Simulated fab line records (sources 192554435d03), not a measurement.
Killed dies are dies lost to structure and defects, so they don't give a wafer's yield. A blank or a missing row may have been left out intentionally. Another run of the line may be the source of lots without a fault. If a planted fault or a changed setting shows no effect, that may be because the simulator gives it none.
One fault seen from 2 desks -- flow n5 finfet -- each desk has only its own numbers; what lay behind them comes last

## FOR THE TOOL OWNER'S DESK: rie diel-06
The tool's own readings at N5_BEOL_M13_ETCH_59 (etches BARC in N2/H2, target depth 89 nm, overetch 26.7 nm, time 67.9 s): means of the sampled wafers that have a number, for each lot that ran on this tool. A lot is out of limits, marked OUT, if its mean lies more than 4 standard deviations from the usual mean; the brackets give that distance.
Columns: A = bias w at N5_BEOL_M13_ETCH_59, usual 150.0 W; B = drypump motor current A at N5_BEOL_M13_ETCH_59, usual 5.8 A; C = oes product au at N5_BEOL_M13_ETCH_59, usual 0.68 a.u.; D = rf vpp V at N5_BEOL_M13_ETCH_59, usual 524.6 V; E = showerhead plenum p Torr at N5_BEOL_M13_ETCH_59, usual 2.57 Torr; F = throttle valve pct at N5_BEOL_M13_ETCH_59, usual 18.00 %
lot,first seen here,A,B,C,D,E,F
L618,day 12 06:59,150.5,5.7,0.75,524.7,2.59,17.87
L624,day 13 14:40,149.9,6.1,0.67,527.2,2.66,18.25
L623,day 13 14:58,113.9 (-79) OUT,6.0,0.71,440.9 (-35) OUT,2.61,18.20
L626,day 14 08:28,114.1 (-78) OUT,5.9,0.68,441.3 (-35) OUT,2.60,18.09
This desk's verdict: out of limits on L623, L626, starting with L623 at day 13 14:58 (bias w at N5_BEOL_M13_ETCH_59). Within limits: L618, L624.

## FROM THE METROLOGY DESK
Means of the sampled wafers that have a number, per lot and without regard to the tool the lot ran on: this is what the gauges read. A lot is out of limits, marked OUT, if its mean lies more than 4 standard deviations from the usual mean; the brackets give that distance.
Columns: A = V12_OVL at N5_BEOL_M13_OVL_MEAS_11, usual 3 nm
lot,first seen here,A
L615,day 11 04:01,-5
L616,day 11 17:17,4
L619,day 12 04:22,0
L618,day 12 06:53,4
L624,day 13 14:25,1
L623,day 13 14:28,2
L626,day 14 08:22,5
L634,day 16 01:20,1
L635,day 16 10:25,11
L637,day 16 15:05,11
This desk's verdict: no lot among the 10 shows anything out of limits.

## TAKEN TOGETHER
An alarm could have come from the tool owner's desk at day 13 14:58, on L623, L626.
Metrology desk: nothing out of limits seen.
The metrology desk holds a record of L623, L626, inside its limits.
Every lot named ran N5_BEOL_M13_ETCH_59 on rie diel-06.

## WHAT THE SIMULATOR PUT IN
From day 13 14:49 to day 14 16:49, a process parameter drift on rie diel-06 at N5_BEOL_M13_ETCH_59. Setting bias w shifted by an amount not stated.
Shown lots that were struck: L623, L626.
How many hours passed from the start of the fault until each desk's first out-of-limits reading: the tool owner's desk, 0.
